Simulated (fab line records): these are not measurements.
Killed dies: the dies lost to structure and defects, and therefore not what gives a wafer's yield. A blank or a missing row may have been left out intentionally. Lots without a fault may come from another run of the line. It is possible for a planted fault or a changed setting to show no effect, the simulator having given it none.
Matching of chambers / flow nand-harc / NHARC_A_SGD_CUT_CMP_21 on cmp-01 has 3 sister chambers
The step polishes, target thk 148.19 nm. 14 wafers are shown with their chamber, then 5 later ones without.

EACH WAFER AND ITS CHAMBER
wafer=L076.1; chamber=3; motor-current-A (A)=11.0; time-to-endpoint-s (s)=49
wafer=L076.5; chamber=2; motor-current-A (A)=11.1; time-to-endpoint-s (s)=46
wafer=L076.6; chamber=1; motor-current-A (A)=12.7; time-to-endpoint-s (s)=48
wafer=L079.1; chamber=2; motor-current-A (A)=11.8; time-to-endpoint-s (s)=46
wafer=L079.4; chamber=1; motor-current-A (A)=11.8; time-to-endpoint-s (s)=50
wafer=L079.6; chamber=3; motor-current-A (A)=11.3; time-to-endpoint-s (s)=50
wafer=L080.1; chamber=1; motor-current-A (A)=11.5; time-to-endpoint-s (s)=53
wafer=L080.5; chamber=2; motor-current-A (A)=11.5; time-to-endpoint-s (s)=49
wafer=L080.6; chamber=3; motor-current-A (A)=10.9; time-to-endpoint-s (s)=45
wafer=L086.1; chamber=3; motor-current-A (A)=11.3; time-to-endpoint-s (s)=49
wafer=L086.5; chamber=3; motor-current-A (A)=11.6; time-to-endpoint-s (s)=50
wafer=L086.6; chamber=2; motor-current-A (A)=11.4; time-to-endpoint-s (s)=50
wafer=L091.1; chamber=1; motor-current-A (A)=12.0; time-to-endpoint-s (s)=53
wafer=L091.3; chamber=3; motor-current-A (A)=10.7; time-to-endpoint-s (s)=50

SIGNATURES (averages over the wafers above)
reading=motor-current-A; chamber 1=12.000; chamber 2=11.450; chamber 3=11.133; scatter within a chamber=0.377
reading=time-to-endpoint-s; chamber 1=51.00; chamber 2=47.75; chamber 3=48.83; scatter within a chamber=2.12
Rule: for a wafer and a chamber, the distance is found by dividing, reading by reading, the gap between the wafer's reading and the chamber's mean by the reading's scatter, squaring, summing and taking the root. If the next closest chamber is less than 2 further off than the closest, the wafer can't be placed; otherwise it belongs to the closest. The scatter is the square root of a quotient: the sum, over the shown wafers, of each reading's squared deviation from its chamber's mean, divided by wafers minus chambers.

WAFERS MISSING THEIR CHAMBER
wafer=L091.4; motor-current-A (A)=11.4; time-to-endpoint-s (s)=53
wafer=L095.1; motor-current-A (A)=11.2; time-to-endpoint-s (s)=49
wafer=L095.2; motor-current-A (A)=11.4; time-to-endpoint-s (s)=50
wafer=L097.1; motor-current-A (A)=10.2; time-to-endpoint-s (s)=50
wafer=L097.6; motor-current-A (A)=11.9; time-to-endpoint-s (s)=52

EACH ONE'S CHAMBER
wafer=L091.4; from the rows above=can't be placed: 1 or 3 or 2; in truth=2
wafer=L095.1; from the rows above=can't be placed: 3 or 2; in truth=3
wafer=L095.2; from the rows above=can't be placed: 3 or 2 or 1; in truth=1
wafer=L097.1; from the rows above=can't be placed: 3 or 2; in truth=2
wafer=L097.6; from the rows above=can't be placed: 1 or 2 or 3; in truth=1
Correct placement for 0 of the 5. From these rows, 5 cannot be placed; in 5 the true chamber is one of the candidates. 0 placed wrongly.
